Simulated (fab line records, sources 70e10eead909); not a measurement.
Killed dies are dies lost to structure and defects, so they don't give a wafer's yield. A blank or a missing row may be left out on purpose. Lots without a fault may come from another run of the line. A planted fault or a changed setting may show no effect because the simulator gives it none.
Problem report in the 8D (eight disciplines) form, filled by code | flow nand_harc | the parts of the form that need people (team, actions taken, sign-off) are left out

1. THE PROBLEM
raw_defect_count at NHARC_P_GATE_INSPECT_68 reads a mean of 659 on 2 wafers of 2 lots; wafers without a fault read 201 with a standard deviation of 83. That is +5.5 standard deviations from the usual mean.
First seen on wafer L304.4, day 8 21:04, on defect_inspect-02. The record holds 18 wafers of 6 lots with a number at this step. Rule for "out", or "out of limits": more than 4 standard deviations from the usual mean. The other wafers with a number count as sound.

2. WHAT IT IS AND WHAT IT IS NOT
question                    | is                                   | is not
which readings at this step | raw_defect_count                     | -
which lots                  | L302, L304                           | L294, L296, L312, L313
which wafers of those lots  | L302.3, L304.4                       | L302.1, L302.5, L304.1, L304.3
read on which gauges        | defect_inspect-01, defect_inspect-02 | -
when                        | from day 8 21:04                     | up to then (8 sound wafers); but 8 sound wafers of L302, L312, L313 came after

3. SUSPECTS, AND WHAT RULES EACH OUT
Counting: a tool at a process step up to the reading stays a suspect if it ran every lot that is out. Sound lots after the first of them don't rule it out here, since some wafers of a struck lot are sound.
- the gauge at NHARC_P_GATE_INSPECT_68: ruled out. The wafers that are out were read on 2 gauges (defect_inspect-01, defect_inspect-02).
- plasma_asher-01 at NHARC_P_GATE_STRIP_113 (strips in N2/H2, time 740 s): kept. It ran every lot that is out, first L304 (day 8 18:39).
- plasma_asher-01 at NHARC_P_GATE_STRIP_95 (strips in O2): kept. It ran every lot that is out, first L304 (day 8 19:14).
- wet_bench-07 at NHARC_P_GATE_ETCH_77 (etches SiO2 in dHF, target depth 6 nm): kept. It ran every lot that is out, first L304 (day 8 20:00); its last sound lot up to then is L294 (day 6 09:41).
Left after counting: plasma_asher-01 at NHARC_P_GATE_STRIP_113, plasma_asher-01 at NHARC_P_GATE_STRIP_95, wet_bench-07 at NHARC_P_GATE_ETCH_77.

4. THE CAUSE (what the simulator had put in)
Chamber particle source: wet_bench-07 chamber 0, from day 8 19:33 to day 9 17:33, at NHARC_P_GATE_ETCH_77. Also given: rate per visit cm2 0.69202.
Counting left 3 suspects, and this tool is among them.

5. THE CHAIN OF EFFECTS, in route order
Each row: a reading whose mean over the struck wafers that have a number lies more than 3 standard deviations from the usual. Only readings for which the record gives a usual standard deviation are gone through. hours: the time from each lot's start at the first step in this table that gives one to its start at this step, as a median over the lots. sigmas: the change in usual standard deviations.
hours | step                    | reading             | usual | on struck wafers | change | sigmas
0     | NHARC_P_GATE_INSPECT_68 | raw_defect_count    | 201   | 659              | +458   | +5.5
387   | NHARC_END_SORT_01       | killed_at_periphery | 2.6   | 69.5             | +66.9  | +32
387   | NHARC_END_SORT_01       | killed_dies         | 31    | 102              | +71    | +6.5

6. WHAT WOULD HAVE CAUGHT IT SOONER
In this record the first reading out of limits at a measuring or inspecting step was taken at day 8 21:04, 2 hours after the fault began at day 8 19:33.
Of the lots that are out (2), L302 began NHARC_P_GATE_ETCH_77 on wet_bench-07 after day 8 21:04. A hold on the tool at that time would have spared it.
